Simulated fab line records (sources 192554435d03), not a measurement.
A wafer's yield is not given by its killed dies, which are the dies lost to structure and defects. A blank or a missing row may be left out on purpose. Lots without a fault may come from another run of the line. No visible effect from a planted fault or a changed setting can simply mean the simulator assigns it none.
Matching of chambers | flow n5 finfet | ald metal-02 running N5_BEOL_M10_ALD_74: 4 sister chambers
The step deposits TaN, target thk 2 nm, pulse time 2 s, purge time 3 s. 7 wafers are shown with their chamber, then 7 later ones without.

== WAFERS WITH THEIR CHAMBER ==
wafer  | chamber | heater power w (W) | heater power outer w (W)
L643.5 | 0       | 398                | 202
L644.2 | 1       | 384                | 197
L646.3 | 0       | 405                | 203
L647.3 | 3       | 435                | 249
L647.6 | 2       | 493                | 250
L655.4 | 2       | 495                | 246
L655.5 | 3       | 436                | 248

== WAFERS WHOSE CHAMBER IS MISSING ==
wafer  | heater power w (W) | heater power outer w (W)
L655.6 | 408                | 202
L656.1 | 480                | 254
L656.4 | 434                | 253
L656.5 | 493                | 251
L659.3 | 404                | 197
L659.4 | 481                | 253
L659.5 | 388                | 206

== CHAMBER TAKEN BY EACH ==
wafer  | from the rows above     | in truth
L655.6 | 0                       | 0
L656.1 | 2                       | 2
L656.4 | 3                       | 3
L656.5 | 2                       | 2
L659.3 | 0                       | 0
L659.4 | 2                       | 2
L659.5 | can't be placed: 0 or 1 | 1
Correctly placed: 6 of 7. Not placeable from these rows: 1 (in 1, the candidates include the true chamber). 0 placed wrongly.
How it was worked out, from the rows above alone: a wafer's distance from a chamber is the root of the sum, over the readings, of the square of ((its reading less the chamber's mean) divided by the reading's scatter). The wafer belongs to the nearest chamber; if the next one is less than 2 further off, it can't be placed. Each chamber's mean is taken over the wafers shown for it. The scatter: take each reading less its chamber's mean, square it, sum over the shown wafers, divide by the number of wafers less the number of chambers, and take the root.
